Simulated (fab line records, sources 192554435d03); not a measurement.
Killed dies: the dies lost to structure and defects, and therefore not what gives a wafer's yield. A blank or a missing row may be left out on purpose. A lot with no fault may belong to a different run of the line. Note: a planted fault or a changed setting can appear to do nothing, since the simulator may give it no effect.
Struck lot and sound lot, side by side :: flow n5-finfet :: 16 out of 1938 route steps
Sound: the wafers L237.2, L237.4, L237.5. Wafers L232.1, L232.6 were the ones struck. At the end, the cause is stated.
Per side, at each step with rows, come the tool, then ch with its chambers, and then its first start. Under that, the readings that differ: sound wafers :: struck wafers :: difference of the means :: sigmas: that difference in standard deviations of wafers without a fault.
alike: readings with means less than 2 such deviations apart, plus words and numbers identical on both sides. not compared: withheld readings, readings lacking a value on some wafer, bounds such as >300 that could conceal the same value, and numbers that have no deviation in the record and whose values overlap.
The two part at a step that has a row with sigmas, a row that says differs or no value, or rows on one side only. Numbers that have no deviation but don't overlap get no sigmas and don't part them. Lack of a reading on every wafer of one side parts them only where that side has two or more wafers.

N5_DUMMY_GATE_ETCH_42: etches SiO2 in CHF3/O2, target depth 3.5 nm, time 31 s.
  sound on rie-diel-04 ch 2,3, day 7 04:59; struck on rie-diel-04 ch 2,3, day 6 00:09
  alike: O2_flow_sccm, drypump-motor-current-A, oes_o_777_au, oes-product-au, rf-vpp-V, showerhead-plenum-p-Torr, throttle-valve-pct
  not compared: rf-hours-counter-h
N5_DUMMY_GATE_STRIP_48: strips in N2/H2, time 20 s.
  sound on rie-diel-04 ch 2,3, day 7 05:02; struck on rie-diel-04 ch 2,3, day 6 00:12
  alike: drypump-motor-current-A, h2-flow-sccm, oes-product-au, rf-vpp-V, showerhead-plenum-p-Torr, throttle-valve-pct
  not compared: rf-hours-counter-h
then, 5 steps without rows for these wafers: N5_DUMMY_GATE_PRECLEAN_33 (cleans in dHF, time 10 s); N5_DUMMY_GATE_PRECLEAN_25 (cleans in O3/DIW, time 45 s); N5_DUMMY_GATE_PRECLEAN_51 (cleans in SC2, time 45 s); N5_DUMMY_GATE_SRD_26 (time 30 s); N5_DUMMY_GATE_UV_OZONE_45 (time 120 s).
N5_DUMMY_GATE_INSPECT_27: inspects for defects (brightfield).
  sound: defect-inspect-01 at day 7 05:13; struck: defect-inspect-02 at day 6 00:23
reading: raw-defect-count
sound: 234 264 298
struck: 551 386
difference: +203
sigmas: +3
N5_SPACER0_ALD_07: deposits SiNx, target thk 2 nm.
  sound on ald-sin-03 ch 1,3, day 7 05:36; struck on ald-sin-01 ch 2,3, day 6 00:25
  alike: heater-power-w
N5_SPACER0_ALD_00: deposits SiOCN, target thk 3.5 nm, pulse time 3 s, purge time 2 s.
  sound on ald-sin-03 ch 1,3, day 7 05:45; struck on ald-sin-01 ch 2,3, day 6 00:34
  alike: heater-power-w, precursor-pulse-height-rel
N5_SPACER0_ALD_08: deposits SiNx, target thk 2 nm.
  sound on ald-sin-03 ch 1,3, day 7 06:01; struck on ald-sin-01 ch 2,3, day 6 00:50
  alike: heater-power-w
N5_SPACER0_INSPECT_04: inspects for defects (darkfield).
  sound: defect-inspect-01 at day 7 06:10; struck: defect-inspect-02 at day 6 00:59
  alike: raw-defect-count
N5_SD_EPI_N_COAT_32: time 60 s, resist thk 350 nm.
  sound on litho-track-01 ch 0, day 7 06:12; struck on litho-track-03 ch 0, day 6 01:01
reading: heater-power-total-W (W)
sound: 502.0 497.8 498.3
struck: 516.5 519.3
difference: +18.5
sigmas: +11

reading: run-length-s (s)
sound: 66.13 65.91 65.70
struck: 62.99 63.05
difference: -2.89
sigmas: -21
then, 1 step without rows for these wafers: N5_SD_EPI_N_COAT_33 (time 60 s, resist thk 35 nm).
-- record jumps: 5 days separate the struck wafers' starts on either side; left off in module SD_EPI_N, taken up again in module BEOL_M4, whose first shown step is the route's number 1111 --
N5_BEOL_M4_RC_MEAS_101:
  sound on prober-01 ch 0, day 12 08:52; struck on prober-01 ch 0, day 11 11:22
  alike: DIBL_N, DIBL_P, IOFF_N, IOFF_P, ION_N, ION_P, SS_N, SS_P, VT_N, VT_P
-- a jump in the record: the struck wafers' starts before and after are 4 days apart (it breaks off in module BEOL_M4 and resumes in module PASSIVATION, where the first step shown is number 1936 of the route) --
N5_PASSIVATION_PROBE_49:
  sound: prober-01 at day 17 01:18; struck: prober-01 at day 15 11:47
  alike: defect-limited-yield, killed_at_M0_to_M3, killed_at_M4_up, killed-at-contacts, killed-at-front-end, killed-at-other, killed-dies, killed-open, killed-short, sort_bin_4_leakage, sort_bin_5_function, sort_bin_6_memory, sort-n-pass, sort-yield-pct

## WHERE THEY PART
At N5_DUMMY_GATE_INSPECT_27 first; at N5_SD_EPI_N_COAT_32 last (within this record only). Later steps at which nothing parts them and some readings are alike: N5_BEOL_M4_RC_MEAS_101, N5_PASSIVATION_PROBE_49.

WHY: what the simulator had put in
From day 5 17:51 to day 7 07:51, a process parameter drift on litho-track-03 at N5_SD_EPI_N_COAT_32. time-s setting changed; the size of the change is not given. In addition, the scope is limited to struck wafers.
